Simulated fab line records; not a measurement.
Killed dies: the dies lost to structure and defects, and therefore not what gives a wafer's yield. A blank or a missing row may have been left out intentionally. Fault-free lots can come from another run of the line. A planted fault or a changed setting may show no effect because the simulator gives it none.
Shared-tool check | flow nand_harc | Sample size 11 lots and 33 wafers

WHAT PROMPTED THE OPENING
On 2 of the 11 lots, a flag is raised at NHARC_A_M1_CD_MEAS_09 on the reading cd_nm. No-fault wafers: 119.9 nm, standard deviation 0.67.
Rule: a lot gets a flag if all its wafers with a number sit over 4 standard deviations from that mean, or if no wafer of it has a number. The other lots count as sound.

lot  | measured     | on        | cd_nm (nm), wafer by wafer | flag
L906 | day 18 06:07 | cd_sem-02 | 119.4 119.8 120.3          |
L909 | day 18 23:25 | cd_sem-01 | 120.5 120.7 120.5          |
L911 | day 19 11:43 | cd_sem-01 | 120.4 120.7 120.6          |
L915 | day 19 22:45 | cd_sem-03 | 119.5 120.5 121.2          |
L914 | day 20 03:18 | cd_sem-03 | 120.6 119.4 119.1          |
L913 | day 20 09:16 | cd_sem-02 | 120.8 120.0 118.9          |
L916 | day 20 23:56 | cd_sem-03 | 124.4 124.9 124.3          | FLAGGED
L919 | day 21 10:31 | cd_sem-02 | 119.9 118.9 119.8          |
L921 | day 22 02:28 | cd_sem-03 | 125.4 125.9 125.3          | FLAGGED
L926 | day 23 04:14 | cd_sem-01 | 119.2 120.4 120.2          |
L925 | day 23 04:25 | cd_sem-02 | 119.7 120.6 120.1          |
Average over the flagged lots: 125.0 nm; offset from the usual +5.1 nm, equal to +8 standard deviations.

WHICH TOOL RAN EACH LOT
Before the reading, the record contains 3 process steps out of a 1159-step route. Each cell gives the tool, then ch followed by the chambers the sampled wafers passed through, then the start.
lot  | flag    | NHARC_A_M0_PVD_20                       | NHARC_A_M0_DEP_32               | NHARC_A_M1_PEB_07
L906 |         | pvd_sputter-01, day 18 04:40 or earlier | pecvd-01 ch 0,2, day 18 04:40   | litho_track-06 ch 0, day 18 06:02
L909 |         | pvd_sputter-02, day 18 22:19 or earlier | pecvd-04 ch 0,1,2, day 18 22:19 | litho_track-06 ch 0, day 18 23:20
L911 |         | pvd_sputter-03, day 19 10:28 or earlier | pecvd-04 ch 0,1,2, day 19 10:28 | litho_track-06 ch 0, day 19 11:38
L915 |         | pvd_sputter-01, day 19 21:34 or earlier | pecvd-04 ch 0,1,2, day 19 21:34 | litho_track-04 ch 0, day 19 22:40
L914 |         | pvd_sputter-03, day 20 01:59 or earlier | pecvd-03 ch 0,1,2, day 20 01:59 | litho_track-06 ch 0, day 20 03:13
L913 |         | pvd_sputter-01, day 20 07:57 or earlier | pecvd-04 ch 0,1,2, day 20 07:57 | litho_track-04 ch 0, day 20 09:11
L916 | FLAGGED | pvd_sputter-03, day 20 22:53 or earlier | pecvd-04 ch 1,2, day 20 22:53   | litho_track-06 ch 0, day 20 23:52
L919 |         | pvd_sputter-03, day 21 09:25 or earlier | pecvd-04 ch 0,1, day 21 09:25   | litho_track-04 ch 0, day 21 10:26
L921 | FLAGGED | pvd_sputter-02, day 22 01:22 or earlier | pecvd-01 ch 0,1,2, day 22 01:22 | litho_track-06 ch 0, day 22 02:23
L926 |         | pvd_sputter-01, day 23 03:03 or earlier | pecvd-03 ch 0,2, day 23 03:03   | litho_track-01 ch 0, day 23 04:10
L925 |         | pvd_sputter-02, day 23 03:11 or earlier | pecvd-04 ch 0,1,2, day 23 03:11 | litho_track-01 ch 0, day 23 04:20
What the steps here do:
- NHARC_A_M0_PVD_20: deposits TaN, target thk 5 nm, time 8.06 s.
- NHARC_A_M0_DEP_32: deposits SiCN, target thk 30 nm.
- NHARC_A_M1_PEB_07: peb time 65 s.
- NHARC_A_M1_CD_MEAS_09: target cd 120 nm.

FLAGGED OVER TOTAL, TOOL BY TOOL (the gauges that took the reading come last)
step                  | tool           | lots run | flagged | share of the flagged lots | sound lots run after its first flagged lot
NHARC_A_M0_PVD_20     | pvd_sputter-01 | 4        | 0       | none                      | -
NHARC_A_M0_PVD_20     | pvd_sputter-02 | 3        | 1       | some                      | 1 (L925)
NHARC_A_M0_PVD_20     | pvd_sputter-03 | 4        | 1       | some                      | 1 (L919)
NHARC_A_M0_DEP_32     | pecvd-01       | 2        | 1       | some                      | 0
NHARC_A_M0_DEP_32     | pecvd-03       | 2        | 0       | none                      | -
NHARC_A_M0_DEP_32     | pecvd-04       | 7        | 1       | some                      | 2 (L919,L925)
NHARC_A_M1_PEB_07     | litho_track-01 | 2        | 0       | none                      | -
NHARC_A_M1_PEB_07     | litho_track-04 | 3        | 0       | none                      | -
NHARC_A_M1_PEB_07     | litho_track-06 | 6        | 2       | all                       | 0
NHARC_A_M1_CD_MEAS_09 | cd_sem-01      | 3        | 0       | none                      | -
NHARC_A_M1_CD_MEAS_09 | cd_sem-02      | 4        | 0       | none                      | -
NHARC_A_M1_CD_MEAS_09 | cd_sem-03      | 4        | 2       | all                       | 0
With no start given for some of its lots, NHARC_A_M0_PVD_20 uses the hours and lot order of NHARC_A_M0_DEP_32.

WHAT THE TABLE PERMITS
Every flagged lot went through 2 rows of the table: litho_track-06 at NHARC_A_M1_PEB_07 and cd_sem-03 at NHARC_A_M1_CD_MEAS_09.
- litho_track-06 at NHARC_A_M1_PEB_07 ran 6 lots, 2 of them flagged. Last sound lot L914 at day 20 03:13, first flagged lot L916 at day 20 23:52; a fault beginning in between fits.
- cd_sem-03 at NHARC_A_M1_CD_MEAS_09 ran 4 lots, 2 of them flagged. Last sound lot L914 at day 20 03:18, first flagged lot L916 at day 20 23:56; a fault beginning in between fits.
These 2 tools cannot be told apart by counting lots, since each of them fits a fault that started at some hour. More lots, or a look at what each step does to the wafer, might.

WHAT WAS PUT IN BY THE SIMULATOR
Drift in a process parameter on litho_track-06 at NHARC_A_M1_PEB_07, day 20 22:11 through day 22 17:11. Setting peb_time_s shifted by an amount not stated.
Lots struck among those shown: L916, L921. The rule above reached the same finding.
